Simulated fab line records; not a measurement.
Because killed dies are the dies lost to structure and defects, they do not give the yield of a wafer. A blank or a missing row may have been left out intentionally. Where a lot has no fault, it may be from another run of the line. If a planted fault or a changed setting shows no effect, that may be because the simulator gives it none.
A lot that was struck, set against a sound lot	flow n5 finfet	17 steps out of a route of 1938
Sound: the wafers L987.2, L987.4, L987.6. Struck: wafer L989.5 (left out: L989.3, L989.4 of the same lot, which were not struck); the cause appears at the end.
At each step with rows: each side's tool, then ch and its chambers, then its first start. Under that, the readings that differ: sound wafers	struck wafers	difference of the means	sigmas: that difference in standard deviations of wafers without a fault.
alike: same words and numbers on both sides, and readings whose means sit less than 2 such deviations apart. not compared: any withheld reading, any reading some wafer has no value for, any bound like >300 that may hide the same value, and any number with overlapping values for which the record gives no deviation.
A row with sigmas, a row that says differs or no value, or rows on one side alone: a step with any of these is where the two part. When numbers do not overlap yet have no deviation, they are printed without sigmas and do not part them. Lack of a reading on every wafer of one side parts them only where that side has two or more wafers.

first, 11 steps without rows for these wafers: N5_BEOL_M3_DESCUM_33 (chemistry O2, time 7 s); N5_BEOL_M3_ETCH_77 (etches underlayer in N2/H2, target depth 6.5 nm, time 5.2 s); N5_BEOL_M3_ETCH_69 (etches SiARC in CF4, target depth 15.6 nm, time 26 s); N5_BEOL_M3_ALD_98 (deposits SiO2, target thk 2.5 nm, pulse time 1 s, co reactant pulse time 1 s); N5_BEOL_M3_ETCHBACK_99 (etches SiO2 in CHF3, target depth 5 nm, time 10.4 s); N5_BEOL_M3_ETCH_70 (etches SOC in N2/H2, target depth 80 nm, overetch 16 nm, time 120 s); N5_BEOL_M3_STRIP_71 (strips in N2/H2); N5_BEOL_M3_STRIP_78 (strips in N2/H2); N5_BEOL_M3_VIA_ETCH_34 (etches the open film in C4F6/O2, target depth 69.4 nm, time 65.9 s); N5_BEOL_M3_STRIP_83 (strips in C4F6/O2); N5_BEOL_M3_STRIP_36 (strips in N2/H2).
N5_BEOL_M3_TRENCH_ETCH_37: etches SiOC in C4F6/O2, target depth 55.555 nm, time 29.2 s.
  sound on rie diel-06 ch 1,2, day 7 17:17; struck on rie diel-06 ch 1, day 8 07:36
reading	sound	struck	difference	sigmas
run length s (s)	52.2 53.0 52.1	41.1	-11.3	-27
model.etch.depth nm (nm)	55.61 55.55 55.02	34.42	-20.97	
model.BEOL_M3.feature depth nm (nm)	55.6 55.6 55	34.4	-21.0	
model.TiN_of_BEOL_M3_HM_DEP_02.thk nm (nm)	18.4 18.2 18.4	18.8	+0.5	
  alike: drypump motor current A, mfc ar sccm, oes_o_777_au, oes product au, rf vpp V, showerhead plenum p Torr, throttle valve pct
  not compared: rf hours counter h
then, 2 steps without rows for these wafers: N5_BEOL_M3_ETCH_41 (etches SiCN in CH3F/O2, target depth 29.9 nm, time 52.5 s); N5_BEOL_M3_STRIP_97 (strips in N2/H2, time 10 s).
N5_BEOL_M3_OCD_MEAS_38:
  sound on ocd-01, day 7 17:26; struck on ocd-02, day 8 07:46
reading	sound	struck	difference	sigmas
trench depth nm (nm)	55.2 55.3 54.8	34.1	-21.0	-21
then, 1 step without rows for these wafers: N5_BEOL_M3_HM_STRIP_39 (strips TiN in peroxide tin strip, target depth 25 nm, time 158 s).
N5_BEOL_M4_RC_MEAS_101:
  sound on prober-01 ch 0, day 8 10:46; struck on prober-02 ch 0, day 9 01:25
reading	sound	struck	difference	sigmas
DIBL_N (mV/V)	34.6 35.3 35.3	39.4	+4.3	+2
IOFF_N (nA/um)	0.15 0.15 0.16	0.23	+0.08	+2
SS_N (mV/dec)	70.9 71.7 71.3	73.2	+1.9	+3
  alike: DIBL_P, IOFF_P, ION_N, ION_P, SS_P, VT_N, VT_P

== WHERE THEY PART ==
At N5_BEOL_M3_TRENCH_ETCH_37 first; at N5_BEOL_M4_RC_MEAS_101 last (within this record only).

WHY: what had been put in by the simulator
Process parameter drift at N5_BEOL_M3_TRENCH_ETCH_37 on rie diel-06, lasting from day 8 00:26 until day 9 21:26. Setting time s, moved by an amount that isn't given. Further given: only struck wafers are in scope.
